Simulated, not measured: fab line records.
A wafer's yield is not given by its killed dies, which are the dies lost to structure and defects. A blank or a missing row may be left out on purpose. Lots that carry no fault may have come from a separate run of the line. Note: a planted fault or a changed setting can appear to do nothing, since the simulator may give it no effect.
Which tool is to blame? ; flow n5_finfet ; 72 wafers from 24 lots sampled at 4 of the route's 1938 steps

## WHAT EACH GAUGE READ, for each wafer
N5_BEOL_M10_THK_MEAS_53: measures by xrf. Usual: for M10_THK the level is 139 nm and the standard deviation is 3.1.
lot;measured;on;M10_THK (nm);flag
L075;day 11 08:25;film_metro-01;139 137 133;
L074;day 11 11:59;film_metro-02;139 139 136;
L076;day 11 21:37;film_metro-02;139 135 137;
L077;day 12 00:19;film_metro-01;136 139 138;
L079;day 12 06:38;film_metro-01;133 139 138;
L078;day 12 07:06;film_metro-01;139 137 142;
L080;day 12 10:14;film_metro-02;144 136 135;
L083;day 12 13:41;film_metro-02;139 135 141;
L081;day 13 12:17;film_metro-01;141 141 141;
L084;day 13 21:04;film_metro-02;144 138 140;
L082;day 13 21:14;film_metro-02;136 145 140;
L088;day 14 00:19;film_metro-01;137 144 134;
L085;day 14 08:00;film_metro-01;139 144 135;
L086;day 14 16:28;film_metro-01;134 140 136;
L087;day 14 17:07;film_metro-01;137 144 137;
L089;day 15 01:34;film_metro-02;143 142 138;
L092;day 15 05:11;film_metro-01;138 136 145;
L091;day 15 11:11;film_metro-01;142 137 142;
L090;day 15 11:43;film_metro-02;142 138 140;
L093;day 15 20:22;film_metro-02;144 137 142;
L094;day 15 23:32;film_metro-01;133 138 133;
L095;day 16 07:19;film_metro-02;134 140 138;
L096;day 16 23:45;film_metro-01;138 144 141;
L097;day 17 08:37;film_metro-02;136 140 138;

N5_BEOL_M11_INSPECT_13: inspects for defects (brightfield). Usual: 475 for raw_defect_count, sd 110.
lot;measured;on;raw_defect_count;flag
L075;day 11 11:17;defect_inspect-02;553 550 399;
L074;day 11 14:37;defect_inspect-01;360 573 501;
L076;day 11 23:22;defect_inspect-01;414 424 276;
L077;day 12 04:46;defect_inspect-02;427 362 422;
L079;day 12 08:37;defect_inspect-01;410 462 331;
L078;day 12 08:58;defect_inspect-01;722 464 538;
L080;day 12 12:41;defect_inspect-01;540 504 614;
L083;day 12 15:36;defect_inspect-01;403 492 655;
L081;day 13 15:53;defect_inspect-01;313 362 388;
L084;day 13 23:09;defect_inspect-01;282 446 373;
L082;day 13 23:20;defect_inspect-01;345 440 500;
L088;day 14 05:23;defect_inspect-01;335 449 486;
L085;day 14 10:05;defect_inspect-02;459 435 433;
L086;day 14 19:38;defect_inspect-01;379 494 456;
L087;day 14 19:50;defect_inspect-02;470 333 644;
L089;day 15 03:01;defect_inspect-01;442 536 374;
L092;day 15 08:59;defect_inspect-01;700 573 545;
L091;day 15 14:05;defect_inspect-02;652 551 392;
L090;day 15 14:29;defect_inspect-02;644 699 787;
L093;day 15 22:44;defect_inspect-02;434 402 504;
L094;day 16 02:04;defect_inspect-02;539 455 428;
L095;day 16 09:15;defect_inspect-02;459 462 540;
L096;day 17 01:53;defect_inspect-01;318 358 480;
L097;day 17 10:19;defect_inspect-01;425 357 273;

N5_BEOL_M11_OVL_MEAS_29. Usual: for V10_OVL the level is 0.3 nm and the standard deviation is 0.66.
lot;measured;on;V10_OVL (nm);flag
L075;day 11 13:27;overlay-02;-0.8 -0.6 -0.8;
L074;day 11 15:38;overlay-01;0.4 0.8 0.8;
L076;day 12 02:54;overlay-01;0.7 0.1 0.0;
L077;day 12 06:30;overlay-02;0.5 -0.4 0.3;
L079;day 12 11:19;overlay-02;0.3 1.2 0.2;
L078;day 12 11:08;overlay-02;0.4 0.6 -0.7;
L080;day 12 13:49;overlay-02;-0.8 0.2 0.0;
L083;day 12 16:34;overlay-02;1.1 0.4 0.6;
L081;day 13 17:33;overlay-02;0.1 0.6 1.1;
L084;day 14 04:40;overlay-02;0.2 -0.3 -1.0;
L082;day 14 04:50;overlay-02;0.9 1.1 0.1;
L088;day 14 06:42;overlay-02;1.4 0.6 -0.3;
L085;day 14 12:25;overlay-02;-0.5 0.6 0.2;
L086;day 14 21:45;overlay-02;0.9 0.6 0.8;
L087;day 14 21:55;overlay-02;0.2 0.4 0.2;
L089;day 15 04:01;overlay-01;0.3 -0.8 0.8;
L092;day 15 09:50;overlay-02;0.1 -0.3 0.1;
L091;day 15 17:26;overlay-02;1.1 0.3 0.2;
L090;day 15 17:16;overlay-02;0.1 0.4 0.3;
L093;day 16 01:13;overlay-02;0.2 0.9 0.8;
L094;day 16 02:59;overlay-01;0.3 -0.5 -0.2;
L095;day 16 10:37;overlay-02;0.9 0.8 0.5;
L096;day 17 05:44;overlay-02;1.2 1.3 0.4;
L097;day 17 14:33;overlay-02;1.6 1.0 0.6;

## TOOL THAT RAN EACH LOT (tool first, then ch and the chambers of the sampled wafers, then the start)
lot;N5_BEOL_M11_PECVD_70
L075;pecvd-04 ch 0,1,2, day 11 09:21
L074;pecvd-01 ch 0,2, day 11 12:48
L076;pecvd-02 ch 0,1,2, day 11 22:28
L077;pecvd-01 ch 0,2, day 12 01:08
L079;pecvd-01 ch 0,2, day 12 07:28
L078;pecvd-01 ch 1,2, day 12 07:58
L080;pecvd-02 ch 0,1, day 12 11:32
L083;pecvd-02 ch 1,2, day 12 14:59
L081;pecvd-02 ch 1, day 13 13:26
L084;pecvd-04 ch 0,1, day 13 21:59
L082;pecvd-02 ch 0,1, day 13 22:16
L088;pecvd-02 ch 0,1,2, day 14 01:38
L085;pecvd-02 ch 0,2, day 14 09:22
L086;pecvd-04 ch 0,2, day 14 17:17
L087;pecvd-04 ch 0,2, day 14 17:57
L089;pecvd-04 ch 0,1,2, day 15 02:23
L092;pecvd-04 ch 1,2, day 15 06:01
L091;pecvd-04 ch 0,1,2, day 15 12:01
L090;pecvd-04 ch 0,1, day 15 12:32
L093;pecvd-01 ch 0,1, day 15 21:11
L094;pecvd-04 ch 1,2, day 16 00:22
L095;pecvd-01 ch 1,2, day 16 08:08
L096;pecvd-04 ch 0,1, day 17 00:38
L097;pecvd-02 ch 0,1,2, day 17 09:30
- N5_BEOL_M11_PECVD_70: deposits SiO2 from TEOS/O2, target thk 20 nm, time 22.7 s.

## WHAT THE TOOLS THEMSELVES READ (means of the sampled wafers that have a number; where no wafer has one, the mark that the record gives instead)
N5_BEOL_M11_PECVD_70. Usual: heater_power_w 744 W, standard deviation 110; showerhead_plenum_p_Torr 8.79 Torr, standard deviation 0.052; throttle_valve_pct 22.6 %, standard deviation 1.6.
lot;tool;heater_power_w (W);showerhead_plenum_p_Torr (Torr);throttle_valve_pct (%);flag
L075;pecvd-04;748;8.77;21.7;
L074;pecvd-01;809;8.77;25.4;
L076;pecvd-02;741;8.82;22.6;
L077;pecvd-01;934;8.77;25.3;
L079;pecvd-01;886;8.77;25.3;
L078;pecvd-01;741;8.79;22.1;
L080;pecvd-02;669;8.81;23.2;
L083;pecvd-02;654;8.80;22.9;
L081;pecvd-02;606;8.78;23.6;
L084;pecvd-04;753;8.83;22.3;
L082;pecvd-02;698;8.81;23.5;
L088;pecvd-02;682;8.82;22.5;
L085;pecvd-02;737;8.83;21.9;
L086;pecvd-04;677;8.76;21.4;
L087;pecvd-04;689;8.77;21.4;
L089;pecvd-04;732;8.77;21.9;
L092;pecvd-04;687;8.74;21.9;
L091;pecvd-04;736;8.77;21.9;
L090;pecvd-04;783;8.83;22.2;
L093;pecvd-01;922;8.80;25.4;
L094;pecvd-04;729;8.75;22.0;
L095;pecvd-01;655;8.80;22.3;
L096;pecvd-04;762;8.79;22.6;
L097;pecvd-02;660;8.82;22.6;

## THE ANSWER, worked out from the rows above alone
Rule: a lot counts as off when the mean over its wafers that have a number is more than 3 standard deviations away from the usual mean. A lot without any number at a reading at which 4 lots or more have one is off too. Where the step has rows for the other lots, those lots are counted as sound. First the gauges in route order, then the tools' own readings, where a lot's mean is used as printed above. At the first step where some lot is off, the reading lying furthest off is the one used; lots without a number count as furthest.
No lot is off on any of the readings shown, so nothing can be concluded from this.

## WHAT THE SIMULATOR HAD PUT IN
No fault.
